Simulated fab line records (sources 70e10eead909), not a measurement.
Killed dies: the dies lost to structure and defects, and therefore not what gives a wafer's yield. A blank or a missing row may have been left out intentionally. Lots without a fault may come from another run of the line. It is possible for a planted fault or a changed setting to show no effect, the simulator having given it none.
A lot that was struck, set against a sound lot / flow nand harc / 14 out of 1159 route steps
Sound: the wafers L153.4, L153.5, L153.6. The struck wafers were L165.1, L165.2, L165.6. The cause comes at the end.
For every step that has rows: the tool of each side, followed by ch and its chambers, followed by its first start. Under that, the readings that differ: sound wafers / struck wafers / difference of the means / sigmas: that difference in standard deviations of wafers without a fault.
alike: same words and numbers on both sides, and readings whose means sit less than 2 such deviations apart. not compared: any withheld reading, any reading some wafer has no value for, any bound like >300 that may hide the same value, and any number with overlapping values for which the record gives no deviation.
A row with sigmas, a row that says differs or no value, or rows on one side alone: a step with any of these is where the two part. When numbers do not overlap yet have no deviation, they are printed without sigmas and do not part them. A reading missing from all wafers of one side parts the sides only when that side holds two or more wafers.

NHARC_P_ZERO_WELL_CD_MEAS_11: target cd 500 nm.
  sound on cd sem-02 ch 0, day 1 19:15; struck on cd sem-01 ch 0, day 4 19:14
  alike: cd nm
then, 1 step without rows for these wafers: NHARC_P_ZERO_WELL_HARDBAKE_12 (time 65 s).
NHARC_P_ZERO_WELL_DESCUM_13: chemistry O2, time 3 s.
  sound on rie diel-07 ch 1,2,3, day 1 19:25; struck on rie diel-11 ch 1,2,3, day 4 19:24
  alike: drypump motor current A, oes product au, rf vpp V, showerhead plenum p Torr, throttle valve pct
  not compared: rf hours counter h
NHARC_P_ZERO_WELL_ETCH_65: etches the open film in N2/H2, target depth 80 nm, overetch 24 nm, time 87.88 s.
  sound on rie diel-07 ch 0,1, day 1 19:29; struck on rie diel-11 ch 1,3, day 4 19:30
  alike: drypump motor current A, oes product au, rf vpp V, showerhead plenum p Torr, throttle valve pct
  not compared: rf hours counter h
NHARC_P_ZERO_WELL_ETCH_62: etches the open film in CHF3/Ar, target depth 13 nm, time 6.5 s.
  sound on rie diel-07 ch 0,1,3; struck on rie diel-11 ch 1,3
  alike: drypump motor current A, oes product au, rf vpp V, showerhead plenum p Torr, throttle valve pct
  not compared: rf hours counter h
NHARC_P_ZERO_WELL_ETCH_63: etches the open film in HBr/Cl2, target depth 120 nm, time 40.1 s.
  sound on rie si-04 ch 0,2,3, day 1 19:41; struck on rie si-05 ch 1,2,3, day 4 19:43
  alike: drypump motor current A, oes product au, throttle valve pct
  not compared: rf hours counter h
then, 6 steps without rows for these wafers: NHARC_P_ZERO_WELL_STRIP_15 (strips in SPM, time 900 s); NHARC_P_ZERO_WELL_DEHYDRATE_16 (time 120 s); NHARC_P_ZERO_WELL_HMDS_17 (time 30 s); NHARC_P_ZERO_WELL_COAT_18; NHARC_P_ZERO_WELL_SOFTBAKE_19 (time 95 s); NHARC_P_ZERO_WELL_EBR_20.
NHARC_P_ZERO_WELL_EXPOSE_21: exposes mask P NWELL, target cd 720 nm.
  sound on krf scanner-02 ch 0, day 1 20:19; struck on krf scanner-04, day 4 20:20
  no value came back on the struck wafers for exposure dose mJ cm2, focus offset nm (nm); on the sound wafers exposure dose mJ cm2 reads 22.325 22.319 22.318
  alike: mask
then, 1 step without rows for these wafers: NHARC_P_ZERO_WELL_PEB_22 (peb time 85 s).

## WHERE THEY PART
Only at NHARC_P_ZERO_WELL_EXPOSE_21, within this record.

WHY: what the simulator had put in
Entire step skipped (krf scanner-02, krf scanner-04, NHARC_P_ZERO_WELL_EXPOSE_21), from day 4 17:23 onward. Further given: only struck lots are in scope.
